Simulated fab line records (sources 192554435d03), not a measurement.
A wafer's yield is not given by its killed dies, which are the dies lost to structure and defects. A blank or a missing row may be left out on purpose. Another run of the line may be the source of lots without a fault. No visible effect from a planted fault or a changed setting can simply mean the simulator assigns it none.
A struck lot beside a sound one :: flow n5_finfet :: 38 out of 1938 route steps
Sound: the wafers L418.2, L418.3, L418.4. Wafers struck: L410.2, L410.3, L410.6. Last of all comes the cause.
For every step that has rows: the tool of each side, followed by ch and its chambers, followed by its first start. Under that, the readings that differ: sound wafers :: struck wafers :: difference of the means :: sigmas: that difference in standard deviations of wafers without a fault.
alike: same words and numbers on both sides, and readings whose means sit less than 2 such deviations apart. not compared: any withheld reading, any reading some wafer has no value for, any bound like >300 that may hide the same value, and any number with overlapping values for which the record gives no deviation.
A row with sigmas, a row that says differs or no value, or rows on one side alone: a step with any of these is where the two part. Numbers that don't overlap but have no deviation are shown without sigmas and don't part them. Lack of a reading on every wafer of one side parts them only where that side has two or more wafers.

first, 9 steps without rows for these wafers: N5_BEOL_M4_ANNEAL_95 (time 240 s); N5_BEOL_M4_SPUTTER_96 (material Cu, target thk 4.5 nm, time 8.29 s); N5_BEOL_M4_ECD_50 (material Cu, target thk 300 nm); N5_BEOL_M4_ANNEAL_51 (time 90 s); N5_BEOL_M4_CMP_52 (polishes, stops on SiOC, t overpolish 6.8 s, target thk 40 nm); N5_BEOL_M4_PRE_CLEAN_60 (time 15 s); N5_BEOL_M4_CO_CAP_55 (material Co, precursor CCTBA/H2, target thk 2 nm, time 102.1 s); N5_BEOL_M4_PRE_CLEAN_56 (time 15 s); N5_BEOL_M4_DEP_57 (deposits SiCN from 3MS/NH3, target thk 8 nm, time 14 s).
N5_BEOL_M4_RC_MEAS_101:
  sound on prober-02 ch 0, day 13 12:23; struck on prober-02 ch 0, day 11 03:17
  alike: DIBL_N, DIBL_P, IOFF_N, IOFF_P, ION_N, ION_P, SS_N, SS_P, VT_N, VT_P
then, 24 steps without rows for these wafers: N5_BEOL_M5_ILD_DEP_00 (deposits SiCOH lowk from DEMS/porogen, target thk 140.64 nm, time 25.9 s); N5_BEOL_M5_CURE_79 (cures SiCOH lowk, time 240 s); N5_BEOL_M5_PECVD_70 (deposits SiO2 from TEOS/O2, target thk 16 nm, time 18 s); N5_BEOL_M5_HM_DEP_02 (deposits TiN, target thk 20 nm); N5_BEOL_M5_COAT_59 (time 60 s, resist thk 60 nm); N5_BEOL_M5_COAT_60 (time 60 s, resist thk 12 nm); N5_BEOL_M5_COAT_71 (time 60 s, resist thk 5 nm); N5_BEOL_M5_COAT_05 (resist thk 30 nm); N5_BEOL_M5_EBR_07; N5_BEOL_M5_SOFTBAKE_06 (time 60 s); N5_BEOL_M5_EXPOSE_08 (exposes mask M5, target cd 28 nm); N5_BEOL_M5_PEB_09 (peb time 60 s); N5_BEOL_M5_DEVELOP_10 (develop time 30 s); N5_BEOL_M5_DESCUM_16 (chemistry O2, time 7 s); N5_BEOL_M5_ETCH_72 (etches underlayer in N2/H2, target depth 6.5 nm, time 5.2 s); N5_BEOL_M5_ETCH_61 (etches SiARC in CF4, target depth 15.6 nm, time 26 s); N5_BEOL_M5_ETCH_62 (etches SOC in N2/H2, target depth 75 nm, overetch 15 nm, time 112.5 s); N5_BEOL_M5_STRIP_63 (strips in N2/H2); N5_BEOL_M5_STRIP_73 (strips in N2/H2); N5_BEOL_M5_STRIP_64 (strips in CF4); N5_BEOL_M5_HM_OPEN_17 (chemistry Cl2/BCl3, target TiN, target depth 20 nm, overetch 6 nm); N5_BEOL_M5_STRIP_19 (strips in O2); N5_BEOL_M5_COAT_65 (time 60 s, resist thk 60 nm); N5_BEOL_M5_COAT_66 (time 60 s, resist thk 12 nm).
N5_BEOL_M6_TRENCH_ETCH_37: etches SiCOH lowk in C4F6/O2, target depth 94.435 nm, time 31.5 s.
  sound on rie_diel-02 ch 2,3, day 14 05:46; struck on rie_diel-03 ch 1,2, day 11 22:18
  no value came back on the struck wafers for any of 9 readings (C4F6_flow_sccm (sccm), O2_flow_sccm (sccm) and others); on the sound wafers C4F6_flow_sccm (sccm) reads 10.03 10.04 10.03
reading: model.TiN_of_BEOL_M6_HM_DEP_02.thk_nm (nm)
sound: 17.2 17.6 17.2
struck: 20.2 20 20
difference: +2.7
sigmas: 
  not compared: rf_hours_counter_h
N5_BEOL_M6_OCD_MEAS_38:
  sound: ocd-02 at day 14 05:55; struck: ocd-01 at day 11 22:28
reading: trench_depth_nm (nm)
sound: 94.5 95.2 95.4
struck: 0 0.3 0.1
difference: -95
sigmas: -50
N5_BEOL_M6_CMP_52: polishes, stops on SiCOH lowk, t overpolish 6.9 s, target thk 80 nm.
  sound on cmp-02 ch 0,2,3, day 14 08:26; struck on cmp-02 ch 1,2, day 12 00:34
reading: model.Cu_of_BEOL_M6_ECD_50.thk_nm (nm)
sound: 79.2 82.8 80.2
struck: 0 0.2 0
difference: -81
sigmas: 
  alike: clearing_platen_down_force_psi, motor_current_A
-- a jump in the record: the struck wafers' starts before and after are 4 days apart (it breaks off in module BEOL_M6 and resumes in module PASSIVATION, where the first step shown is number 1936 of the route) --
N5_PASSIVATION_PROBE_49:
  sound: prober-02 at day 17 21:52; struck: prober-01 at day 15 18:20
reading: defect_limited_yield (%)
sound: 91.7 91.9 91.4
struck: 0 0 0
difference: -92
sigmas: -65

reading: killed_at_M4_up
sound: 7 5 11
struck: 1090 1101 1094
difference: +1087
sigmas: +99 or more

reading: killed_dies
sound: 98 95 101
struck: 1180 1180 1180
difference: +1082
sigmas: +68

reading: killed_on_rim
sound: 12 13 12
struck: 152 152 152
difference: +140
sigmas: +33

reading: sort_bin_5_function (%)
sound: 4.8 4.7 4.8
struck: 96.4 97.5 97.0
difference: +92.2
sigmas: +99 or more

reading: sort_n_pass
sound: 1082 1084 1079
struck: 0 0 0
difference: -1082
sigmas: -68
  alike: killed_at_M0_to_M3, killed_at_contacts, killed_at_front_end, killed_at_other, killed_open, killed_short, sort_bin_6_memory, sort_bin_8_speed

WHERE THEY PART
First at N5_BEOL_M6_TRENCH_ETCH_37; last, within this record, at N5_PASSIVATION_PROBE_49.

WHY: whatever the simulator had introduced
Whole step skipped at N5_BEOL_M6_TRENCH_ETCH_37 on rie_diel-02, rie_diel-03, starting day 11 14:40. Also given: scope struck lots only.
